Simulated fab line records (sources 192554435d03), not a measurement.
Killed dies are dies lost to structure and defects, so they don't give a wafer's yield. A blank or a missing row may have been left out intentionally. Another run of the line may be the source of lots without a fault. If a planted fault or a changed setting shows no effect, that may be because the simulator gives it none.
What tool caused it? :: flow n5 finfet :: 9 lots, 24 wafers sampled, at 5 steps of a route of 1938

WHAT EACH GAUGE READ, for each wafer
N5_BEOL_M4_RC_MEAS_101. Usual: DIBL_N 36.0 mV/V, standard deviation 2.2; DIBL_P 35.9 mV/V, standard deviation 2.6; IOFF_N 0.16 nA/um, standard deviation 0.038; IOFF_P 0.21 nA/um, standard deviation 0.042; ION_N 675 uA/um, standard deviation 15; ION_P 463 uA/um, standard deviation 10; SS_N 71.5 mV/dec, standard deviation 0.62; SS_P 73.2 mV/dec, standard deviation 0.76; VT_N 250 mV, standard deviation 4.1; VT_P -251 mV, standard deviation 3.6.
lot: L757
measured: day 9 00:44
on: prober-01
DIBL_N (mV/V): 32.4 32.1 34.7
DIBL_P (mV/V): 31.1 31.3 33.8
IOFF_N (nA/um): 0.10 0.10 0.13
IOFF_P (nA/um): 0.14 0.14 0.18
ION_N (uA/um): 662 648 674
ION_P (uA/um): 457 454 465
SS_N (mV/dec): 71.0 70.5 71.4
SS_P (mV/dec): 72.7 72.4 74.1
VT_N (mV): 259 260 255
VT_P (mV): -258 -257 -251
flag: 

lot: L758
measured: day 9 03:22
on: prober-01
DIBL_N (mV/V): 38.7 36.1 33.1
DIBL_P (mV/V): 39.3 35.5 32.3
IOFF_N (nA/um): 0.21 0.16 0.12
IOFF_P (nA/um): 0.26 0.19 0.16
ION_N (uA/um): 690 675 662
ION_P (uA/um): 471 459 452
SS_N (mV/dec): 72.2 72.4 71.2
SS_P (mV/dec): 74.5 73.7 72.1
VT_N (mV): 245 249 252
VT_P (mV): -249 -251 -253
flag: 

lot: L762
measured: day 9 23:51
on: prober-02
DIBL_N (mV/V): 37.8 35.3 35.8
DIBL_P (mV/V): 37.3 34.2 33.6
IOFF_N (nA/um): 0.16 0.12 0.13
IOFF_P (nA/um): 0.19 0.16 0.15
ION_N (uA/um): 675 644 653
ION_P (uA/um): 459 445 446
SS_N (mV/dec): 71.2 70.9 71.9
SS_P (mV/dec): 73.3 73.4 72.5
VT_N (mV): 252 259 256
VT_P (mV): -254 -256 -259
flag: 

lot: L769
measured: day 11 22:24
on: prober-01
DIBL_N (mV/V): 36.0
DIBL_P (mV/V): 37.5
IOFF_N (nA/um): 0.18
IOFF_P (nA/um): 0.24
ION_N (uA/um): 687
ION_P (uA/um): 470
SS_N (mV/dec): 71.2
SS_P (mV/dec): 73.3
VT_N (mV): 246
VT_P (mV): -246
flag: 

lot: L770
measured: day 12 03:14
on: prober-02
DIBL_N (mV/V): 37.6
DIBL_P (mV/V): 39.1
IOFF_N (nA/um): 0.19
IOFF_P (nA/um): 0.26
ION_N (uA/um): 685
ION_P (uA/um): 472
SS_N (mV/dec): 72.3
SS_P (mV/dec): 73.6
VT_N (mV): 245
VT_P (mV): -246
flag: 

lot: L773
measured: day 13 06:02
on: prober-02
DIBL_N (mV/V): 34.1
DIBL_P (mV/V): 34.3
IOFF_N (nA/um): 0.13
IOFF_P (nA/um): 0.18
ION_N (uA/um): 664
ION_P (uA/um): 458
SS_N (mV/dec): 71.3
SS_P (mV/dec): 73.1
VT_N (mV): 253
VT_P (mV): -254
flag: 

lot: L774
measured: day 13 02:10
on: prober-02
DIBL_N (mV/V): 35.9 32.9 33.8
DIBL_P (mV/V): 36.9 32.5 31.9
IOFF_N (nA/um): 0.17 0.12 0.12
IOFF_P (nA/um): 0.28 0.19 0.18
ION_N (uA/um): 684 663 656
ION_P (uA/um): 476 462 454
SS_N (mV/dec): 71.5 70.3 70.8
SS_P (mV/dec): 74.2 72.6 72.2
VT_N (mV): 249 255 252
VT_P (mV): -243 -249 -251
flag: 

lot: L775
measured: day 13 18:15
on: prober-01
DIBL_N (mV/V): 37.4 33.0 37.6
DIBL_P (mV/V): 40.0 33.5 40.5
IOFF_N (nA/um): 0.21 0.14 0.22
IOFF_P (nA/um): 0.26 0.17 0.25
ION_N (uA/um): 678 679 692
ION_P (uA/um): 458 467 470
SS_N (mV/dec): 71.8 71.5 72.9
SS_P (mV/dec): 74.5 72.5 74.6
VT_N (mV): 242 249 244
VT_P (mV): -250 -254 -249
flag: 

lot: L776
measured: day 13 18:21
on: prober-02
DIBL_N (mV/V): 36.0 35.7 35.6
DIBL_P (mV/V): 37.0 36.7 37.8
IOFF_N (nA/um): 0.18 0.18 0.19
IOFF_P (nA/um): 0.25 0.25 0.28
ION_N (uA/um): 684 693 700
ION_P (uA/um): 464 475 491
SS_N (mV/dec): 71.0 71.2 71.5
SS_P (mV/dec): 73.4 73.6 74.2
VT_N (mV): 245 244 245
VT_P (mV): -248 -245 -245
flag: 

TOOL THAT RAN EACH LOT (tool first, then ch and the chambers of the sampled wafers, then the start)
lot: L757
N5_MOL_CONTACT_COAG_ETCH_89: rie diel-04 ch 0,1,2, day 6 04:17
N5_MOL_CONTACT_COAG_STRIP_96: rie diel-01 ch 0,1,3, day 6 04:48
N5_MOL_CONTACT_COAG_STRIP_119: plasma asher-01 ch 0,1, day 6 04:55
N5_MOL_CONTACT_COAG_ALD_133: ald sin-03 ch 1,2, day 6 05:49

lot: L758
N5_MOL_CONTACT_COAG_ETCH_89: rie diel-06 ch 0,3, day 6 13:51
N5_MOL_CONTACT_COAG_STRIP_96: rie diel-01 ch 0,1, day 6 14:21
N5_MOL_CONTACT_COAG_STRIP_119: plasma asher-02 ch 0,1, day 6 14:29
N5_MOL_CONTACT_COAG_ALD_133: ald sin-04 ch 0,2,3, day 6 15:17

lot: L762
N5_MOL_CONTACT_COAG_ETCH_89: rie diel-04 ch 0,1,2, day 7 08:19
N5_MOL_CONTACT_COAG_STRIP_96: rie diel-06 ch 0,2,3, day 7 08:50
N5_MOL_CONTACT_COAG_STRIP_119: plasma asher-02 ch 0, day 7 08:58
N5_MOL_CONTACT_COAG_ALD_133: ald sin-04 ch 0,1,2, day 7 09:48

lot: L769
N5_MOL_CONTACT_COAG_ETCH_89: rie diel-06 ch 2,3, day 8 23:45
N5_MOL_CONTACT_COAG_STRIP_96: rie diel-01 ch 0,2, day 9 00:15
N5_MOL_CONTACT_COAG_STRIP_119: plasma asher-01 ch 0,1, day 9 00:23
N5_MOL_CONTACT_COAG_ALD_133: ald sin-04 ch 1,3, day 9 01:22

lot: L770
N5_MOL_CONTACT_COAG_ETCH_89: rie diel-01 ch 2,3, day 9 06:25
N5_MOL_CONTACT_COAG_STRIP_96: rie diel-06 ch 0,2, day 9 06:56
N5_MOL_CONTACT_COAG_STRIP_119: plasma asher-01 ch 0, day 9 07:03
N5_MOL_CONTACT_COAG_ALD_133: ald sin-04 ch 0,1, day 9 07:57

lot: L773
N5_MOL_CONTACT_COAG_ETCH_89: rie diel-04 ch 0,1, day 9 22:30
N5_MOL_CONTACT_COAG_STRIP_96: rie diel-06 ch 0,3, day 9 23:01
N5_MOL_CONTACT_COAG_STRIP_119: plasma asher-02 ch 0,1, day 9 23:09
N5_MOL_CONTACT_COAG_ALD_133: ald sin-04 ch 0,2, day 10 00:03

lot: L774
N5_MOL_CONTACT_COAG_ETCH_89: rie diel-04 ch 0,1,2, day 10 04:43
N5_MOL_CONTACT_COAG_STRIP_96: rie diel-01 ch 0,3, day 10 05:13
N5_MOL_CONTACT_COAG_STRIP_119: plasma asher-01 ch 1, day 10 05:20
N5_MOL_CONTACT_COAG_ALD_133: ald sin-03 ch 0,1,3, day 10 06:06

lot: L775
N5_MOL_CONTACT_COAG_ETCH_89: rie diel-01 ch 0,2,3, day 10 14:48
N5_MOL_CONTACT_COAG_STRIP_96: rie diel-06 ch 0,2,3, day 10 15:44
N5_MOL_CONTACT_COAG_STRIP_119: plasma asher-01 ch 0,1, day 10 15:52
N5_MOL_CONTACT_COAG_ALD_133: ald sin-03 ch 0,1,2, day 10 16:43

lot: L776
N5_MOL_CONTACT_COAG_ETCH_89: rie diel-04 ch 0,1,3, day 10 23:04
N5_MOL_CONTACT_COAG_STRIP_96: rie diel-01 ch 0,1,2, day 10 23:35
N5_MOL_CONTACT_COAG_STRIP_119: plasma asher-02 ch 0,1, day 10 23:43
N5_MOL_CONTACT_COAG_ALD_133: ald sin-02 ch 1,2, day 11 01:28
- N5_MOL_CONTACT_COAG_ETCH_89: etches underlayer in N2/H2, target depth 13 nm, time 10.4 s.
- N5_MOL_CONTACT_COAG_STRIP_96: strips in N2/H2.
- N5_MOL_CONTACT_COAG_STRIP_119: strips in N2/H2, time 30 s.
- N5_MOL_CONTACT_COAG_ALD_133: deposits SiO2, target thk 5 nm, pulse time 1 s, co reactant pulse time 1 s.

WHAT THE TOOLS THEMSELVES READ (means of the sampled wafers that have a number; where no wafer has one, the mark that the record gives instead)
N5_MOL_CONTACT_COAG_ETCH_89. Usual: for drypump motor current A, 5.7 A with a standard deviation of 0.32; for etch rf on time s, 10.4 s with a standard deviation of 0.39; for oes product au, 0.68 a.u. with a standard deviation of 0.065; for rf fwd power W, 819.4 W with a standard deviation of 2.7; for rf vpp V, 524.2 V with a standard deviation of 2; for showerhead plenum p Torr, 2.56 Torr with a standard deviation of 0.069; for throttle valve pct, 17.84 % with a standard deviation of 0.26.
lot: L757
tool: rie diel-04
drypump motor current A (A): 5.7
etch rf on time s (s): 10.2
oes product au (a.u.): 0.68
rf fwd power W (W): 817.9
rf vpp V (V): 525.7
showerhead plenum p Torr (Torr): 2.59
throttle valve pct (%): 17.64
flag: 

lot: L758
tool: rie diel-06
drypump motor current A (A): 5.7
etch rf on time s (s): 10.8
oes product au (a.u.): 0.71
rf fwd power W (W): 820.7
rf vpp V (V): 523.2
showerhead plenum p Torr (Torr): 2.53
throttle valve pct (%): 17.66
flag: 

lot: L762
tool: rie diel-04
drypump motor current A (A): 5.7
etch rf on time s (s): 10.2
oes product au (a.u.): 0.66
rf fwd power W (W): 819.2
rf vpp V (V): 525.0
showerhead plenum p Torr (Torr): 2.58
throttle valve pct (%): 17.65
flag: 

lot: L769
tool: rie diel-06
drypump motor current A (A): 5.8
etch rf on time s (s): 10.1
oes product au (a.u.): 0.70
rf fwd power W (W): 820.2
rf vpp V (V): 523.8
showerhead plenum p Torr (Torr): 2.55
throttle valve pct (%): 17.77
flag: 

lot: L770
tool: rie diel-01
drypump motor current A (A): 5.8
etch rf on time s (s): 10.8
oes product au (a.u.): 0.64
rf fwd power W (W): 817.8
rf vpp V (V): 522.4
showerhead plenum p Torr (Torr): 2.48
throttle valve pct (%): 18.16
flag: 

lot: L773
tool: rie diel-04
drypump motor current A (A): 5.8
etch rf on time s (s): 10.2
oes product au (a.u.): 0.67
rf fwd power W (W): 815.3
rf vpp V (V): 523.8
showerhead plenum p Torr (Torr): 2.54
throttle valve pct (%): 17.68
flag: 

lot: L774
tool: rie diel-04
drypump motor current A (A): 5.7
etch rf on time s (s): 10.2
oes product au (a.u.): 0.64
rf fwd power W (W): 822.1
rf vpp V (V): 524.9
showerhead plenum p Torr (Torr): 2.57
throttle valve pct (%): 17.68
flag: 

lot: L775
tool: rie diel-01
drypump motor current A (A): 5.5
etch rf on time s (s): 10.5
oes product au (a.u.): 0.74
rf fwd power W (W): 816.4
rf vpp V (V): 526.1
showerhead plenum p Torr (Torr): 2.64
throttle valve pct (%): 17.98
flag: 

lot: L776
tool: rie diel-04
drypump motor current A (A): 5.9
etch rf on time s (s): 10.5
oes product au (a.u.): 0.65
rf fwd power W (W): 819.8
rf vpp V (V): 522.2
showerhead plenum p Torr (Torr): 2.51
throttle valve pct (%): 17.66
flag: 

N5_MOL_CONTACT_COAG_STRIP_96. Usual: drypump motor current A 5.71 A, standard deviation 0.28; oes product au 0.80 a.u., standard deviation 0.074; rf vpp V 121.9 V, standard deviation 1.2; showerhead plenum p Torr 3.38 Torr, standard deviation 0.09; throttle valve pct 19.0 %, standard deviation 0.31.
lot: L757
tool: rie diel-01
drypump motor current A (A): 5.40
oes product au (a.u.): 0.85
rf vpp V (V): 122.4
showerhead plenum p Torr (Torr): 3.46
throttle valve pct (%): 19.2
flag: 

lot: L758
tool: rie diel-01
drypump motor current A (A): 5.42
oes product au (a.u.): 0.79
rf vpp V (V): 122.7
showerhead plenum p Torr (Torr): 3.49
throttle valve pct (%): 19.4
flag: 

lot: L762
tool: rie diel-06
drypump motor current A (A): 5.76
oes product au (a.u.): 0.84
rf vpp V (V): 121.5
showerhead plenum p Torr (Torr): 3.36
throttle valve pct (%): 18.9
flag: 

lot: L769
tool: rie diel-01
drypump motor current A (A): 5.51
oes product au (a.u.): 0.77
rf vpp V (V): 120.5
showerhead plenum p Torr (Torr): 3.33
throttle valve pct (%): 19.2
flag: 

lot: L770
tool: rie diel-06
drypump motor current A (A): 5.62
oes product au (a.u.): 0.82
rf vpp V (V): 121.6
showerhead plenum p Torr (Torr): 3.33
throttle valve pct (%): 19.1
flag: 

lot: L773
tool: rie diel-06
drypump motor current A (A): 5.83
oes product au (a.u.): 0.81
rf vpp V (V): 121.2
showerhead plenum p Torr (Torr): 3.34
throttle valve pct (%): 19.0
flag: 

lot: L774
tool: rie diel-01
drypump motor current A (A): 5.40
oes product au (a.u.): 0.83
rf vpp V (V): 121.4
showerhead plenum p Torr (Torr): 3.41
throttle valve pct (%): 19.1
flag: 

lot: L775
tool: rie diel-06
drypump motor current A (A): 5.78
oes product au (a.u.): 0.80
rf vpp V (V): 122.0
showerhead plenum p Torr (Torr): 3.34
throttle valve pct (%): 18.9
flag: 

lot: L776
tool: rie diel-01
drypump motor current A (A): 5.54
oes product au (a.u.): 0.83
rf vpp V (V): 122.9
showerhead plenum p Torr (Torr): 3.51
throttle valve pct (%): 19.2
flag: 

N5_MOL_CONTACT_COAG_STRIP_119. Usual: drypump motor current A 5.7 A, standard deviation 0.35; heater power w 357 W, standard deviation 40.
lot: L757
tool: plasma asher-01
drypump motor current A (A): 5.5
heater power w (W): 353
flag: 

lot: L758
tool: plasma asher-02
drypump motor current A (A): 5.6
heater power w (W): 381
flag: 

lot: L762
tool: plasma asher-02
drypump motor current A (A): 5.5
heater power w (W): 409
flag: 

lot: L769
tool: plasma asher-01
drypump motor current A (A): 5.7
heater power w (W): 342
flag: 

lot: L770
tool: plasma asher-01
drypump motor current A (A): 6.1
heater power w (W): 316
flag: 

lot: L773
tool: plasma asher-02
drypump motor current A (A): 5.6
heater power w (W): 368
flag: 

lot: L774
tool: plasma asher-01
drypump motor current A (A): 5.2
heater power w (W): 377
flag: 

lot: L775
tool: plasma asher-01
drypump motor current A (A): 5.5
heater power w (W): 355
flag: 

lot: L776
tool: plasma asher-02
drypump motor current A (A): 5.5
heater power w (W): 379
flag: 

N5_MOL_CONTACT_COAG_ALD_133. Usual: chamber pressure Torr 2.000 Torr, standard deviation 0.0044; heater power w 80 W, standard deviation 5.3; precursor pulse height rel 1.002, standard deviation 0.019.
lot: L757
tool: ald sin-03
chamber pressure Torr (Torr): 1.997
heater power w (W): 75
precursor pulse height rel: 0.992
flag: 

lot: L758
tool: ald sin-04
chamber pressure Torr (Torr): 1.998
heater power w (W): 80
precursor pulse height rel: 1.006
flag: 

lot: L762
tool: ald sin-04
chamber pressure Torr (Torr): 2.001
heater power w (W): 84
precursor pulse height rel: 1.006
flag: 

lot: L769
tool: ald sin-04
chamber pressure Torr (Torr): 2.000
heater power w (W): 82
precursor pulse height rel: 0.995
flag: 

lot: L770
tool: ald sin-04
chamber pressure Torr (Torr): 2.008
heater power w (W): 84
precursor pulse height rel: 0.999
flag: 

lot: L773
tool: ald sin-04
chamber pressure Torr (Torr): 2.001
heater power w (W): 80
precursor pulse height rel: 1.007
flag: 

lot: L774
tool: ald sin-03
chamber pressure Torr (Torr): 2.001
heater power w (W): 77
precursor pulse height rel: 0.989
flag: 

lot: L775
tool: ald sin-03
chamber pressure Torr (Torr): 1.998
heater power w (W): 79
precursor pulse height rel: 1.009
flag: 

lot: L776
tool: ald sin-02
chamber pressure Torr (Torr): 1.999
heater power w (W): 78
precursor pulse height rel: 0.995
flag: 

THE ANSWER, worked out from the rows above alone
Rule: lot off if the mean of its wafers having a number is beyond 3 standard deviations from the usual mean. A lot without any number at a reading at which 4 lots or more have one is off too. The other lots that the step has rows for count as sound. The gauges are gone through in route order, then the tools' own readings, and for those a lot's mean is taken as printed above. At the first step where some lot is off, the reading lying furthest off is the one used; lots without a number count as furthest.
Nothing can be told from this: no lot is off at any reading shown.

WHAT THE SIMULATOR HAD PUT IN
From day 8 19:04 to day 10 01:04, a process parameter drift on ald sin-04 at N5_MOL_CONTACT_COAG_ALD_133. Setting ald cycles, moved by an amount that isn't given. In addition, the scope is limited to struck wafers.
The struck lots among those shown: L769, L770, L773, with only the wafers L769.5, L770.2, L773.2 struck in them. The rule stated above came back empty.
